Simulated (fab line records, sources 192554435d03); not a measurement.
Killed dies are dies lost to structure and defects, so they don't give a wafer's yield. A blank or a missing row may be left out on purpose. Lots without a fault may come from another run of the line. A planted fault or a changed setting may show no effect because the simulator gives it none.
Chamber matching | flow n5_finfet | N5_BEOL_M2_ETCH_63 on rie_diel-04: 4 sister chambers
The step etches SiARC in CF4, target depth 15.6 nm, time 26 s. 16 wafers are shown with their chamber, then 8 later ones without.

WAFERS WITH THEIR CHAMBER
wafer  | chamber | drypump_motor_current_A (A) | throttle_valve_pct (%) | oes_product_au (a.u.)
L081.1 | 0       | 6.0                         | 15.55                  | 0.57
L081.3 | 1       | 5.3                         | 15.62                  | 0.60
L081.4 | 3       | 5.4                         | 15.84                  | 0.59
L083.1 | 0       | 6.0                         | 15.59                  | 0.57
L083.5 | 0       | 6.0                         | 15.59                  | 0.57
L083.6 | 1       | 5.3                         | 15.61                  | 0.59
L084.3 | 2       | 6.3                         | 15.65                  | 0.63
L084.5 | 3       | 5.3                         | 15.85                  | 0.58
L084.6 | 2       | 6.2                         | 15.63                  | 0.63
L086.2 | 3       | 5.4                         | 15.87                  | 0.58
L086.3 | 0       | 6.0                         | 15.59                  | 0.57
L086.6 | 0       | 6.0                         | 15.60                  | 0.57
L088.3 | 1       | 5.3                         | 15.65                  | 0.58
L088.5 | 0       | 6.0                         | 15.61                  | 0.56
L088.6 | 3       | 5.4                         | 15.86                  | 0.57
L089.2 | 2       | 6.2                         | 15.65                  | 0.62

SIGNATURES (means of the wafers above)
reading                 | chamber 0 | chamber 1 | chamber 2 | chamber 3 | scatter within a chamber
drypump_motor_current_A | 6.000     | 5.300     | 6.233     | 5.375     | 0.0344
throttle_valve_pct      | 15.5883   | 15.6267   | 15.6433   | 15.8550   | 0.0176
oes_product_au          | 0.5683    | 0.5900    | 0.6267    | 0.5800    | 0.00677
Rule: a wafer's distance from a chamber is the root of the sum, over the readings, of the square of ((its reading less the chamber's mean) divided by the reading's scatter). The wafer belongs to the nearest chamber; if the next one is less than 2 further off, it can't be placed. The scatter: the root of (the sum of the squares of (reading less its chamber's mean) over the shown wafers, divided by (wafers less chambers)).

WAFERS WITHOUT THEIR CHAMBER
wafer  | drypump_motor_current_A (A) | throttle_valve_pct (%) | oes_product_au (a.u.)
L089.4 | 5.3                         | 15.64                  | 0.60
L089.5 | 5.4                         | 15.87                  | 0.57
L095.1 | 5.3                         | 15.90                  | 0.56
L095.4 | 6.0                         | 15.14                  | 0.81
L095.6 | 5.3                         | 15.68                  | 0.58
L079.1 | 6.2                         | 15.70                  | 0.61
L079.2 | 5.3                         | 15.69                  | 0.58
L079.6 | 5.3                         | 15.69                  | 0.58

WHICH CHAMBER EACH WENT THROUGH
wafer  | from the rows above | in truth
L089.4 | 1                   | 1
L089.5 | 3                   | 3
L095.1 | 3                   | 3
L095.4 | 2                   | 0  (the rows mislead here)
L095.6 | 1                   | 1
L079.1 | 2                   | 2
L079.2 | 1                   | 1
L079.6 | 1                   | 1
Placed correctly: 7 of 8. Can't be placed from these rows: 0. Placed wrongly: 1.
